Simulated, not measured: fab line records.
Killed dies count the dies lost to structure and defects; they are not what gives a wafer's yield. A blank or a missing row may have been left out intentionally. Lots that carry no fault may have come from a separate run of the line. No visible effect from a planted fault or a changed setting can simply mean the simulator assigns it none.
Problem report in the 8D (eight disciplines) form, filled by code || flow nand harc || the parts of the form that need people (team, actions taken, sign-off) are left out

== 1. THE ISSUE ==
Wafers without a fault read 999 nm, standard deviation 10; thk nm at NHARC_A_ONON_D1_THK_MEAS_02 reads a mean of 651 nm on 3 wafers belonging to 2 lots. Measured from the usual mean, that is -35 standard deviations.
The step: measures by ellipsometry.
First observed at day 8 20:05: wafer L505.1, on film metro-01. Wafers with a number at this step in the record: 39, from 13 lots. Rule for "out" (also "out of limits"): further than 4 standard deviations from the usual mean. The rest of the wafers with a number are treated as sound.

== 2. WHAT THIS IS AND IS NOT ==
{"question": "which readings at this step", "is": "thk nm", "is not": "-"}
{"question": "which lots", "is": "L505, L509", "is not": "L501, L502, L503, L504, L511, L513, L516, L518, L519, L521, L522"}
{"question": "which wafers of those lots", "is": "L505.1, L509.1, L509.4", "is not": "L505.2, L505.3, L509.6"}
{"question": "read on which gauges", "is": "film metro-01", "is not": "film metro-02"}
{"question": "when", "is": "from day 8 20:05", "is not": "up to then (11 sound wafers); but 25 sound wafers of L504, L509, L511, L513, L516, L518, L519, L521, L522 came after"}

== 3. THE SUSPECTS, EACH WITH WHAT RULES IT OUT ==
Counting: if a tool at a process step up to the reading ran every lot that is out, it stays a suspect. Sound lots after the first of them don't rule it out here, since some wafers of a struck lot are sound.
- the gauge at NHARC_A_ONON_D1_THK_MEAS_02 is ruled out. All the wafers that are out were read on film metro-01, but those of them that NHARC_END_SORT_01 has rows for are out there too, on other tools.
- pvd sputter-02 at NHARC_P_BONDPAD_PVD_27 (deposits Cu, target thk 30 nm, time 20.49 s): kept. Ran every lot that is out, first one L505 (day 7 18:30); last sound lot up to then L504 (day 7 17:29). NHARC_P_BONDPAD_PVD_27 gives no start for some lots, so the hours and the order of its lots are those of NHARC_P_BONDPAD_INSPECT_23.
- pecvd onon-02 at NHARC_A_ONON_D1_DEP_00 (target thk 1000 nm): kept. Ran every lot that is out, first one L505 (day 8 19:35); last sound lot up to then L503 (day 8 11:56).
The count leaves pecvd onon-02 at NHARC_A_ONON_D1_DEP_00 and pvd sputter-02 at NHARC_P_BONDPAD_PVD_27.

== 4. THE CAUSE (what the simulator had put in) ==
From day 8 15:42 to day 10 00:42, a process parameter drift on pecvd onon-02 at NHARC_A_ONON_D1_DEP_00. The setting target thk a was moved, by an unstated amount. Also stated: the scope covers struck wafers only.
2 suspects survive the count, and this tool is in that group.

== 5. THE EFFECT CHAIN, in route order ==
One row per reading whose mean, taken over the struck wafers that have a number, lies over 3 standard deviations from the usual. Only readings whose record carries a usual standard deviation are examined. hours: median over the lots of the time between each lot's start at the first step of this table that gives one and its start at this step. sigmas: the change, counted in usual standard deviations.
{"hours": 0, "step": "NHARC_A_ONON_D1_THK_MEAS_02", "reading": "thk nm", "usual": "999 nm", "on struck wafers": 651, "change": -348, "sigmas": -35}
{"hours": 277, "step": "NHARC_END_SORT_01", "reading": "killed at array", "usual": 27, "on struck wafers": 676, "change": "+649", "sigmas": "+59"}
{"hours": 277, "step": "NHARC_END_SORT_01", "reading": "killed dies", "usual": 30, "on struck wafers": 677, "change": "+647", "sigmas": "+59"}

== 6. WHAT WOULD HAVE CAUGHT IT SOONER ==
The first out-of-limits reading at a measuring or inspecting step in this record came at day 8 20:05, 4 hours after the fault's start at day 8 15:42.
L509, from the lots that are out (2), started NHARC_A_ONON_D1_DEP_00 on pecvd onon-02 later than day 8 20:05. A tool hold placed at that time would have kept it from harm.
